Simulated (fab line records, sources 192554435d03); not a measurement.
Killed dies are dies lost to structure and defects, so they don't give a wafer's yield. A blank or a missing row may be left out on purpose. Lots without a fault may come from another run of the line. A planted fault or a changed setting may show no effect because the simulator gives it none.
fab line records | flow n5_finfet
record lots=6 wafers=18 last_day=17
route steps=1938 shown BEOL_M15@1811
lots that met no fault: from a run of the same line without faults
start_h: hours from the record's first day to the start of the lot's first wafer shown | wait_h: hours since the lot's step before | " the same as in the row above | L1.1+2: a row that stands for several wafers | - no value, or no start given | * or withheld: withheld | < > ~ a bound
route shown NAME@n: a module of which the file shows steps, and the number in the route of the first | usual: mean/standard deviation of fault-free wafers | same: alike in all rows | chamber/n: place in a boat | sites: the reading at each site | _std_site: their standard deviation | _edge_site: outer sites' mean less inner sites' | radius_mm: how far each site lies from the wafer's centre | mask NAME#n: copy n | behind: the tool/chamber that last shaped the wafer | hold: why the lot was held/for how many hours/how that ended | device: the transistor (n, p or np) that didn't switch | end of line: the same wafers' tests at the end of the route | a step without rows: its recipe alone | killed: dies lost to structure and defects at the first sort, not the wafer's yield | map: a wafer's dies, x killed, . not, _ none there
set.NAME: the setting as run; set.NAME@STEP: as run at that earlier step | model.NAME: the simulator's own value behind a step, which no gauge read
lots at some steps of the route; a table a step, a row a wafer
services: from which hour (start_h, from the record's first day; less than 0 if before it) a tool's chamber was out of use, for how many hours, and why
## steps
# step N5_BEOL_M15_STRIP_36
# recipe chemistry=O2 power_w=600 temp_c=60 pressure_mtorr=30 rf_frequency_hz=6e+07 bias_power_w=0 overash_fraction=0.3 o2_flow_sccm=225
# usual chamber_pressure_mTorr=29.99/0.054 drypump_motor_current_A=5.9/0.36 o2_flow_sccm=224.9/0.65 oes_product_au=0.79/0.088 rf_vpp_V=3.6/0.98 showerhead_plenum_p_Torr=2.09/0.092 throttle_valve_pct=16.64/0.28
# columns lot.wafer tool chamber start_h wait_h chamber_pressure_mTorr drypump_motor_current_A o2_flow_sccm oes_product_au rf_hours_counter_h rf_vpp_V showerhead_plenum_p_Torr throttle_valve_pct
L652.1 rie_diel-05 2 276.68 0.2 29.92 6.0 224.6 0.72 164 3.4 1.92 16.39
L652.3 " 3 " " 29.92 5.9 224.2 0.74 180 3.6 2.15 16.92
L652.4 " 3 " " 30.05 6.0 224.9 0.74 - 3.5 2.15 16.93
L654.2 rie_diel-06 2 278.22 1.5 30.02 5.6 224.6 0.72 178 2.4 2.16 16.42
L654.3 " 3 " " 29.92 6.4 224.8 0.86 42 4.4 2.06 16.25
L654.6 " 0 " " 30.03 6.3 224.6 0.85 - 1.2 2.13 16.75
L657.1 rie_diel-02 3 296.66 0.1 30.04 6.2 224.6 0.79 111 4.9 2.00 16.38
L657.3 " 1 " " 30.05 6.0 224.2 0.66 235 3.8 2.00 16.87
L657.6 " 3 " " 29.99 6.2 225.1 0.80 - 4.5 2.00 16.40
L664.2 rie_diel-02 0 336.39 0.8 29.96 5.2 225.3 0.72 201 3.3 2.08 16.80
L664.3 " 2 " " 30.00 5.7 223.8 0.82 88 2.6 2.18 16.64
L664.5 " 1 " " 29.94 6.0 224.1 0.66 - 4.5 2.00 16.89
L672.2 rie_diel-06 3 384.02 0.1 30.03 6.5 224.5 0.81 77 2.3 2.05 16.29
L672.4 " 0 " " 30.06 6.3 225.4 0.80 113 2.7 2.12 16.82
L672.5 " 0 " " 29.96 6.3 225.0 0.80 - 4.3 2.12 16.81
L673.1 rie_diel-06 3 386.80 0.0 30.02 6.4 225.8 0.82 77 1.8 2.05 16.29
L673.4 " 0 " " 29.94 6.3 223.9 0.80 114 2.1 2.12 16.84
L673.6 " 2 " " 30.02 5.6 224.8 0.71 - 4.0 2.15 16.53
# step N5_BEOL_M15_STRIP_62
# recipe chemistry=O2 power_w=600 temp_c=60 pressure_mtorr=30 rf_frequency_hz=6e+07 bias_power_w=0 overash_fraction=0.3 o2_flow_sccm=225
# usual chamber_pressure_mTorr=30.00/0.03 drypump_motor_current_A=5.9/0.36 o2_flow_sccm=225.1/0.67 oes_product_au=0.79/0.088 rf_vpp_V=3.6/0.47 showerhead_plenum_p_Torr=2.09/0.092 throttle_valve_pct=16.64/0.28
# columns lot.wafer tool chamber start_h wait_h chamber_pressure_mTorr drypump_motor_current_A o2_flow_sccm oes_product_au rf_hours_counter_h rf_vpp_V showerhead_plenum_p_Torr throttle_valve_pct
L652.1 rie_diel-05 2 - - 30.03 6.0 225.1 0.72 164 2.5 1.92 16.42
L652.3 " 3 " " 30.00 5.9 224.3 0.75 180 3.5 2.15 16.90
L652.4 " 3 " " 30.02 6.0 224.6 0.74 - 2.9 2.15 16.92
L654.2 rie_diel-06 2 - - 29.97 5.6 224.3 0.74 178 2.9 2.16 16.45
L654.3 " 3 " " 30.02 6.4 223.7 0.86 42 3.5 2.06 16.22
L654.6 " 0 " " 30.04 6.3 224.4 0.84 - 4.3 2.13 16.77
L657.1 rie_diel-02 3 - - 30.03 6.2 224.4 0.80 111 4.2 2.00 16.38
L657.3 " 1 " " 30.01 6.0 225.8 0.66 235 3.0 2.00 16.90
L657.6 " 3 " " 30.02 6.2 224.7 0.81 - 3.9 2.00 16.41
L664.2 rie_diel-02 0 - - 30.02 5.3 226.2 0.72 201 3.2 2.08 16.79
L664.3 " 2 " " 30.02 5.7 224.0 0.81 88 2.8 2.18 16.61
L664.5 " 1 " " 30.05 6.0 225.4 0.66 - 2.7 2.00 16.92
L672.2 rie_diel-06 3 - - 30.02 6.5 224.7 0.82 77 3.9 2.05 16.30
L672.4 " 0 " " 29.99 6.3 225.5 0.80 113 4.4 2.12 16.81
L672.5 " 0 " " 29.96 6.3 225.2 0.80 - 3.8 2.12 16.83
L673.1 rie_diel-06 3 - - 30.00 6.5 225.4 0.82 77 3.9 2.05 16.30
L673.4 " 0 " " 30.03 6.3 225.1 0.80 114 3.5 2.12 16.83
L673.6 " 2 " " 29.96 5.6 224.6 0.71 - 3.9 2.15 16.51
# step N5_BEOL_M15_STRIP_37
# recipe chemistry=O2 power_w=600 temp_c=60 pressure_mtorr=30 rf_frequency_hz=6e+07 bias_power_w=0 overash_fraction=0.3 o2_flow_sccm=225
# step N5_BEOL_M15_ETCH_38
# recipe chemistry=CF4/N2 target=SiCN target_depth_a=1064 taper_deg=2 time_s=120.5 ion_energy_ev=150 mask_material=SiO2 pressure_mtorr=40 source_w=430 bias_w=70 Ar_flow_sccm=100 cf4_flow_sccm=60 n2_flow_sccm=60
# usual chamber_pressure_mTorr=40.00/0.041 drypump_motor_current_A=5.9/0.36 n2_flow_sccm=60.00/0.19 oes_product_au=0.79/0.091 rf_vpp_V=382.0/2.6 showerhead_plenum_p_Torr=2.20/0.1 throttle_valve_pct=15.39/0.28
# same time_s=120.5
# columns lot.wafer tool chamber start_h wait_h chamber_pressure_mTorr drypump_motor_current_A n2_flow_sccm oes_product_au rf_hours_counter_h rf_vpp_V showerhead_plenum_p_Torr throttle_valve_pct
L652.1 rie_diel-05 2 - - 40.03 6.0 60.17 0.73 164 378.5 2.02 15.20
L652.3 " 3 " " 40.05 5.9 60.11 0.71 180 385.6 2.30 15.86
L652.4 " 3 " " 39.92 6.0 60.33 0.72 - 382.4 2.30 15.87
L654.2 rie_diel-06 2 - - 40.01 5.6 60.16 0.72 178 383.0 2.30 15.38
L654.3 " 3 " " 39.99 6.5 59.98 0.91 42 380.2 2.15 14.88
L654.6 " 0 " " 40.03 6.3 59.87 0.83 - 382.8 2.22 15.43
L657.1 rie_diel-02 3 - - 40.04 6.2 59.71 0.81 111 380.5 2.14 15.28
L657.3 " 1 " " 40.05 6.0 59.67 0.69 235 380.4 2.07 15.49
L657.6 " 3 " " 39.98 6.2 59.63 0.81 - 379.0 2.14 15.29
L664.2 rie_diel-02 0 - - 40.01 5.3 59.79 0.73 201 382.4 2.18 15.54
L664.3 " 2 " " 40.00 5.7 59.90 0.82 88 383.4 2.32 15.53
L664.5 " 1 " " 40.05 6.0 59.93 0.68 - 379.6 2.07 15.53
L672.2 rie_diel-06 3 - - 39.98 6.5 60.20 0.85 77 380.1 2.14 14.96
L672.4 " 0 " " 40.05 6.3 60.25 0.79 113 381.5 2.21 15.47
L672.5 " 0 " " 40.02 6.3 60.05 0.79 - 381.6 2.21 15.48
L673.1 rie_diel-06 3 - - 39.98 6.5 60.38 0.85 77 382.3 2.14 14.93
L673.4 " 0 " " 39.92 6.3 60.14 0.79 114 383.7 2.21 15.48
L673.6 " 2 " " 39.98 5.6 59.96 0.69 - 384.4 2.29 15.44
# step N5_BEOL_M15_PRECLEAN_39
# recipe chemistry=residue_remover time_s=60 temp_c=40
# step N5_BEOL_M15_SRD_40
# recipe time_s=30 temp_c=23 rinse_liquid=diw dry=n2_spin spin_rpm=1500 dry_time_s=30
# step N5_BEOL_M15_DEGAS_41
# recipe ambient=vacuum temp_c=300 time_s=60
# step N5_BEOL_M15_PRE_CLEAN_42
# recipe gas=H2/He time_s=30 temp_c=300
# step N5_BEOL_M15_SPUTTER_43
# recipe material=TaN target_thk_a=150 temp_c=50 bias_v=168.6 power_w=15000 chamber_pressure_pa=0.12 time_s=24.19
# usual chamber_pressure_pa=0.12003/0.00027 throttle_valve_pct=30.4/0.94
# same time_s=24.19
# columns lot.wafer tool chamber start_h wait_h chamber_pressure_pa throttle_valve_pct
L652.1 pvd_sputter-01 - 277.35 0.0 0.11981 30.3
L652.3 " - " " 0.11993 30.8
L652.4 " - " " 0.11997 30.7
L654.2 pvd_sputter-03 - 280.31 0.0 0.11975 30.8
L654.3 " - " " 0.12048 29.7
L654.6 " - " " 0.11964 30.6
L657.1 pvd_sputter-03 - 297.77 0.0 0.12027 29.8
L657.3 " - " " 0.11968 30.5
L657.6 " - " " 0.1205 30.8
L664.2 pvd_sputter-01 - 337.21 0.0 0.1197 29.6
L664.3 " - " " 0.12016 30.9
L664.5 " - " " 0.11958 30.5
L672.2 pvd_sputter-03 - 384.74 0.0 0.11984 30.7
L672.4 " - " " 0.12005 30.7
L672.5 " - " " 0.12043 30.6
L673.1 pvd_sputter-03 - 387.66 0.0 0.12011 30.4
L673.4 " - " " 0.11942 30.6
L673.6 " - " " 0.12069 30.6
# step N5_BEOL_M15_SPUTTER_44
# recipe material=Ta target_thk_a=150 temp_c=50 bias_v=80 power_w=15000 chamber_pressure_pa=0.07 time_s=24.19
# usual chamber_pressure_pa=0.07001/0.00014 throttle_valve_pct=30.4/0.95
# same time_s=24.19
# columns lot.wafer tool chamber start_h wait_h chamber_pressure_pa throttle_valve_pct
L652.1 pvd_sputter-01 - 277.43 0.0 0.06995 30.5
L652.3 " - " " 0.06992 30.5
L652.4 " - " " 0.07025 30.5
L654.2 pvd_sputter-03 - 280.39 0.0 0.0699 30.7
L654.3 " - " " 0.0699 29.5
L654.6 " - " " 0.07005 30.7
L657.1 pvd_sputter-03 - 297.85 0.0 0.06999 29.4
L657.3 " - " " 0.07004 30.4
L657.6 " - " " 0.07022 30.4
L664.2 pvd_sputter-01 - 337.29 0.0 0.07014 29.7
L664.3 " - " " 0.06994 30.5
L664.5 " - " " 0.07015 30.7
L672.2 pvd_sputter-03 - 384.82 0.0 0.07025 30.7
L672.4 " - " " 0.06978 30.7
L672.5 " - " " 0.07014 30.7
L673.1 pvd_sputter-03 - 387.74 0.0 0.06997 30.6
L673.4 " - " " 0.06999 30.7
L673.6 " - " " 0.07009 30.3
# step N5_BEOL_M15_SPUTTER_45
# recipe material=Cu target_thk_a=1000 temp_c=-20 bias_v=60 power_w=26000 chamber_pressure_pa=0.13 time_s=16.67
# step N5_BEOL_M15_ECD_47
# recipe material=Cu target_thk_a=18600
# step N5_BEOL_M15_ANNEAL_48
# recipe temp_c=225 time_s=90 ambient=N2
# usual anneal_temp_c=225.01/0.17 anneal_temp_c_max=226.12/0.24 time_s=90/0 wafer_temp_C_max=226.32/0.29
# columns lot.wafer tool chamber start_h wait_h anneal_temp_c anneal_temp_c_max time_s wafer_temp_C_max
L652.1 rtp_anneal-01 - 277.87 0.2 - - - -
L652.3 " - " " - - - -
L652.4 " - " " - - - -
L654.2 rtp_anneal-01 - 281.07 0.4 - - - -
L654.3 " - " " - - - -
L654.6 " - " " - - - -
L657.1 rtp_anneal-02 0 298.29 0.2 225.00 226.05 90 226.25
L657.3 " 0 " " 224.86 226.01 90 226.48
L657.6 " 0 " " 224.89 225.78 90 225.74
L664.2 rtp_anneal-02 0 338.05 0.5 225.01 226.01 90 226.39
L664.3 " 0 " " 224.92 225.86 90 226.03
L664.5 " 0 " " 225.12 226.16 90 226.42
L672.2 rtp_anneal-02 0 385.30 0.2 224.99 225.98 90 226.44
L672.4 " 0 " " 224.99 225.90 90 226.86
L672.5 " 0 " " 225.10 225.97 90 226.46
L673.1 rtp_anneal-01 0 388.34 0.3 224.96 226.17 90 226.82
L673.4 " 0 " " 225.11 226.05 90 226.46
L673.6 " 0 " " 225.19 226.21 90 226.31
# step N5_BEOL_M15_CMP_49
# recipe stop_on=SiO2 t_overpolish_s=4.9 down_force_psi=2 platen_rpm=80 clearing_platen_down_force_psi=2 clearing_platen_rpm=80 post_cmp_clean=cu_alkaline target_thk_nm=850 clearing_platen_pad_velocity_m_s=1.5917 pad_velocity_m_s=1.5917
## services
# columns tool chamber start_h hours kind
rie_diel-02 - 257.21 15.6 pm
rie_diel-05 0 261.54 19.9 repair
rie_diel-06 2 264.89 6.7 repair
rie_diel-02 0 278.05 4.4 repair
rie_diel-06 1 287.76 - clean
rie_diel-06 1 287.76 - consumable_replace:focus_ring
rie_diel-06 1 287.76 - consumable_replace:showerhead
rie_diel-06 1 287.76 16.5 scheduled_down
rie_diel-06 1 287.76 16.5 vent_cycle
rie_diel-05 - 298.29 4.3 pm
rie_diel-06 2 307.35 1.8 repair
rie_diel-06 2 309.34 9.4 repair
rie_diel-05 1 325.31 - clean
rie_diel-05 1 325.31 - consumable_replace:focus_ring
rie_diel-05 1 325.31 - consumable_replace:showerhead
rie_diel-02 1 337.28 - clean
rie_diel-02 1 337.28 - consumable_replace:focus_ring
rie_diel-02 1 337.28 - consumable_replace:showerhead
rie_diel-02 1 337.28 20.4 scheduled_down
rie_diel-02 1 337.28 20.4 vent_cycle
rie_diel-02 3 348.17 1.7 repair
rie_diel-06 3 351.73 3.7 repair
rie_diel-05 0 365.05 20.0 repair
rie_diel-06 0 370.50 2.6 repair
## key
first_sign step=N5_BEOL_M15_ANNEAL_48 reading=tool_record direction=missing
effect none on later readings
met_at N5_BEOL_M15_ANNEAL_48
struck_wafers L652.1,L652.3,L652.4,L654.2,L654.3,L654.6
fault kind=skipped_step_whole tool=rtp_anneal-01 chamber=- onset_h=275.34 steps=N5_BEOL_M15_ANNEAL_48 scope=struck_lots_only
